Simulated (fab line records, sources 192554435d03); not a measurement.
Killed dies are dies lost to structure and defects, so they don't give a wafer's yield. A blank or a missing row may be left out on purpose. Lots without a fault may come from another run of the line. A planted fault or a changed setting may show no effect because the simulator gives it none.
Which tool did it? | flow n5_finfet | 11 lots, 32 wafers sampled, at 5 steps of a route of 1938

WHAT THE GAUGES READ, wafer by wafer
N5_STI_FIN_REVEAL_FIN_H_MEAS_10.
lot  | measured    | on     | trench_depth_nm (nm)
L814 | day 2 13:16 | ocd-01 | 52.9 51.3 51.2
L815 | day 2 19:11 | ocd-01 | 51.1 52.9 50.1
L817 | day 3 06:41 | ocd-01 | 52.4 52.7 52.8
L818 | day 3 12:40 | ocd-01 | 52.1 51.4 51.3
L820 | day 4 00:29 | ocd-02 | 51.1 50.0 51.8
L821 | day 4 07:23 | ocd-02 | 52.5 50.7 52.0
L826 | day 5 17:15 | ocd-02 | 50.4 52.6 51.3
L827 | day 5 20:40 | ocd-02 | 50.3 51.2 50.4
L828 | day 6 00:47 | ocd-02 | 52.7 52.9 52.6
L829 | day 6 08:25 | ocd-01 | 65.7 50.3 51.7
L830 | day 6 13:55 | ocd-02 | 66.8 51.8

WHICH TOOL RAN EACH LOT (tool, then ch and the chambers of the sampled wafers, then the start)
lot  | N5_FIN_CUT_ETCH_20                | N5_FIN_CUT_ETCH_21                | N5_FIN_CUT_PRECLEAN_35            | N5_STI_FIN_REVEAL_RECESS_09
L814 | rie_diel-06 ch 1,2,3, day 2 03:47 | rie_diel-06 ch 1,2,3, day 2 03:49 | vapor_etch-01 ch 0,1, day 2 04:18 | vapor_etch-01 ch 0,1, day 2 11:05
L815 | rie_diel-06 ch 0,2,3, day 2 08:57 | rie_diel-06 ch 0,2,3, day 2 08:59 | vapor_etch-02 ch 0,1, day 2 09:26 | vapor_etch-01 ch 0,1, day 2 16:29
L817 | rie_diel-03 ch 0,1, day 2 21:05   | rie_diel-03 ch 0,1, day 2 21:08   | vapor_etch-01 ch 0,1, day 2 21:35 | vapor_etch-01 ch 0,1, day 3 03:59
L818 | rie_diel-03 ch 1,2, day 3 02:46   | rie_diel-03 ch 1,2, day 3 02:49   | vapor_etch-02 ch 0,1, day 3 03:16 | vapor_etch-01 ch 0,1, day 3 09:59
L820 | rie_diel-02 ch 0,3, day 3 14:21   | rie_diel-02 ch 0,3, day 3 14:23   | vapor_etch-02 ch 0,1, day 3 14:50 | vapor_etch-02 ch 0,1, day 3 21:47
L821 | rie_diel-06 ch 0,1, day 3 21:05   | rie_diel-06 ch 0,1, day 3 21:07   | vapor_etch-01 ch 1, day 3 21:35   | vapor_etch-01 ch 0,1, day 4 04:38
L826 | rie_diel-06 ch 0,2,3, day 5 05:35 | rie_diel-06 ch 0,2,3, day 5 05:38 | vapor_etch-02 ch 0,1, day 5 06:08 | vapor_etch-02 ch 0,1, day 5 14:33
L827 | rie_diel-03 ch 0,2, day 5 11:10   | rie_diel-03 ch 0,2, day 5 11:13   | vapor_etch-02 ch 0,1, day 5 11:40 | vapor_etch-01 ch 0,1, day 5 17:56
L828 | rie_diel-03 ch 1,2,3, day 5 15:07 | rie_diel-03 ch 1,2,3, day 5 15:10 | vapor_etch-01 ch 0,1, day 5 15:37 | vapor_etch-01 ch 0,1, day 5 22:05
L829 | rie_diel-03 ch 0,1,2, day 5 22:32 | rie_diel-03 ch 0,1,2, day 5 22:35 | vapor_etch-02 ch 0,1, day 5 23:02 | vapor_etch-01 ch 0,1, day 6 05:43
L830 | rie_diel-03 ch 0, day 6 03:39     | rie_diel-03 ch 0, day 6 03:41     | vapor_etch-01 ch 0,1, day 6 04:09 | vapor_etch-01 ch 0, day 6 11:13
- N5_FIN_CUT_ETCH_20: etches SiARC in CF4, target depth 26 nm, time 43.3 s.
- N5_FIN_CUT_ETCH_21: etches SOC in N2/H2, target depth 219 nm, overetch 43.8 nm, time 523.5 s.
- N5_FIN_CUT_PRECLEAN_35: cleans in vHF, time 13.3 s.
- N5_STI_FIN_REVEAL_RECESS_09: chemistry HF/NH3, target SiO2, afs cycles 11, target depth 42.5 nm, sublimation time 60 s.

THE ANSWER, worked out from the rows above alone
Rule: what is usual is taken from the lots themselves. Put in order of their means at a reading, lots are off if they are a third of the lots or fewer, leave a main group of 4 or more, and stand apart from it by a gap of 3 or more times the standard deviation of the main group's means; of several such gaps the widest counts. A main group whose means are all the same, to the digits that the tables above print for the reading, isn't used. A lot without any number at a reading at which 4 lots or more have one is off too. The other lots that the step has rows for count as sound.
Off: L829, L830, at N5_STI_FIN_REVEAL_FIN_H_MEAS_10 (trench_depth_nm). The main group: mean 51.7 nm, standard deviation 0.65.
A tool fits if, at a process step before that reading, it ran every lot that is off, and no sound lot after the first of them. The gauges at N5_STI_FIN_REVEAL_FIN_H_MEAS_10 are tried like those tools. Can't be told from this: 2 tools fit, rie_diel-03 at N5_FIN_CUT_ETCH_20 and N5_FIN_CUT_ETCH_21, vapor_etch-01 at N5_STI_FIN_REVEAL_RECESS_09.

WHAT THE SIMULATOR HAD PUT IN
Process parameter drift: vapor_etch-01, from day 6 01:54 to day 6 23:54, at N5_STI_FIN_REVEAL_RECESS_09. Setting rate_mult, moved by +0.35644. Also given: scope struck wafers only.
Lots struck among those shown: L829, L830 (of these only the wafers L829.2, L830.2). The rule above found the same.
